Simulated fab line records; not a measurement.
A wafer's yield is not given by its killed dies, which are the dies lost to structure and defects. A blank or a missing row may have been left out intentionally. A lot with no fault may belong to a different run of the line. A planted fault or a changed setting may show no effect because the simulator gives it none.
2 desks, one fault + flow n5-finfet + what lay behind the numbers comes last; until then each desk has only its own

== METROLOGY DESK ==
What the gauges read, lot by lot, whatever tool the lot ran on: means of the sampled wafers that have a number. If a lot's mean is further than 4 standard deviations from the usual mean, the lot is out of limits and carries the mark OUT (the distance appears in the brackets). Readings shown: 7 of its 10, picked as those furthest out on some lot.
Columns: A = DIBL_N at N5_BEOL_M4_RC_MEAS_101, usual 37.5 mV/V; B = DIBL_P at N5_BEOL_M4_RC_MEAS_101, usual 37.5 mV/V; C = IOFF_P at N5_BEOL_M4_RC_MEAS_101, usual 0.24 nA/um; D = ION_N at N5_BEOL_M4_RC_MEAS_101, usual 677 uA/um; E = ION_P at N5_BEOL_M4_RC_MEAS_101, usual 464 uA/um; F = VT_N at N5_BEOL_M4_RC_MEAS_101, usual 249 mV; G = VT_P at N5_BEOL_M4_RC_MEAS_101, usual -249 mV
| lot  | first seen here | A    | B    | C    | D   | E   | F   | G    |
|------|-----------------|------|------|------|-----|-----|-----|------|
| L211 | day 8 13:37     | 36.8 | 36.6 | 0.18 | 660 | 449 | 252 | -254 |
| L222 | day 11 04:43    | 36.0 | 35.7 | 0.23 | 673 | 461 | 249 | -248 |
| L223 | day 11 08:31    | 38.3 | 38.1 | 0.25 | 685 | 468 | 247 | -248 |
| L226 | day 12 10:08    | 39.6 | 38.6 | 0.27 | 675 | 466 | 247 | -246 |
Result from this desk: across the 4 lots, nothing is out of limits.

== DESK OF THE TOOL OWNER: pecvd-02 ==
The tool's own readings at N5_BEOL_M0_SAQP_PECVD_03 (deposits SiCN from 3MS/NH3, target thk 12 nm, time 21.1 s): means of the sampled wafers that have a number, for each lot that ran on this tool. If a lot's mean is further than 4 standard deviations from the usual mean, the lot is out of limits and carries the mark OUT (the distance appears in the brackets).
Columns: A = run-length-s at N5_BEOL_M0_SAQP_PECVD_03, usual 51.4 s; B = showerhead-plenum-p-Torr at N5_BEOL_M0_SAQP_PECVD_03, usual 3.669 Torr; C = throttle-valve-pct at N5_BEOL_M0_SAQP_PECVD_03, usual 8.9 %
| lot  | first seen here | A              | B     | C   |
|------|-----------------|----------------|-------|-----|
| L211 | day 6 07:31     | 51.6           | 3.678 | 9.0 |
| L222 | day 8 21:40     | 42.2 (-22) OUT | 3.665 | 9.3 |
| L223 | day 9 06:01     | 41.3 (-24) OUT | 3.669 | 9.3 |
This desk's finding: out of limits on L222, L223; first on L222, day 8 21:40 (run-length-s at N5_BEOL_M0_SAQP_PECVD_03). Within limits: L211.

== BROUGHT TOGETHER ==
On L222, L223, at day 8 21:40, an alarm was possible from the tool owner's desk.
The metrology desk saw nothing out of limits.
The metrology desk holds a record of L222, L223, inside its limits.
On pecvd-02, each named lot ran N5_BEOL_M0_SAQP_PECVD_03.

== WHAT HAD BEEN PUT IN BY THE SIMULATOR ==
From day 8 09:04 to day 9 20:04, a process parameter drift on pecvd-02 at N5_BEOL_M0_SAQP_PECVD_03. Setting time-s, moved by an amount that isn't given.
Lots struck among those shown: L222, L223.
Time in hours from fault onset to the first out-of-limits reading at each desk: the tool owner's desk, 13.
